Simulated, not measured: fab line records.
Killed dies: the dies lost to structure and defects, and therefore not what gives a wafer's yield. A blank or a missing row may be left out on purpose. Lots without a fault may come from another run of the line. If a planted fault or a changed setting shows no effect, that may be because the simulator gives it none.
Matching of chambers    flow n5 finfet    N5_PASSIVATION_PASS_ETCH_47 on rie diel-04 has 4 sister chambers
The step etches SiNx in CF4/O2, target depth 770 nm, time 385 s. 7 wafers are shown with their chamber, then 7 later ones without.

== WAFERS, EACH WITH ITS CHAMBER ==
wafer   chamber  showerhead plenum p Torr (Torr)  oes product au (a.u.)
L430.1  0        2.33                             0.81
L430.4  3        2.16                             0.84
L430.6  2        2.16                             0.94
L429.4  0        2.32                             0.81
L429.6  1        2.26                             0.68
L432.2  1        2.26                             0.68
L432.4  3        2.16                             0.85

== WAFERS WITHOUT THEIR CHAMBER ==
wafer   showerhead plenum p Torr (Torr)  oes product au (a.u.)
L432.6  2.26                             0.68
L433.2  2.32                             0.79
L433.3  2.15                             0.84
L433.6  2.32                             0.79
L447.2  2.31                             0.76
L447.3  2.24                             0.87
L447.5  2.24                             0.87

== WHICH CHAMBER EACH WENT THROUGH ==
wafer    from the rows above   in truth
L432.6   1                     1
L433.2   0                     0
L433.3   3                     3
L433.6   0                     0
L447.2   0                     0
L447.3   3                     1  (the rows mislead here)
L447.5   3                     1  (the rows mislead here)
Correctly placed: 5 of 7. Can't be placed from these rows: 0. 2 placed wrongly.
How it was worked out, from the rows above alone: a wafer's distance from a chamber is the root of the sum, over the readings, of the square of ((its reading less the chamber's mean) divided by the reading's scatter). If the next closest chamber is less than 2 further off than the closest, the wafer can't be placed; otherwise it belongs to the closest. For every chamber, the mean is computed from those of its wafers that are shown. The scatter: take each reading less its chamber's mean, square it, sum over the shown wafers, divide by the number of wafers less the number of chambers, and take the root.
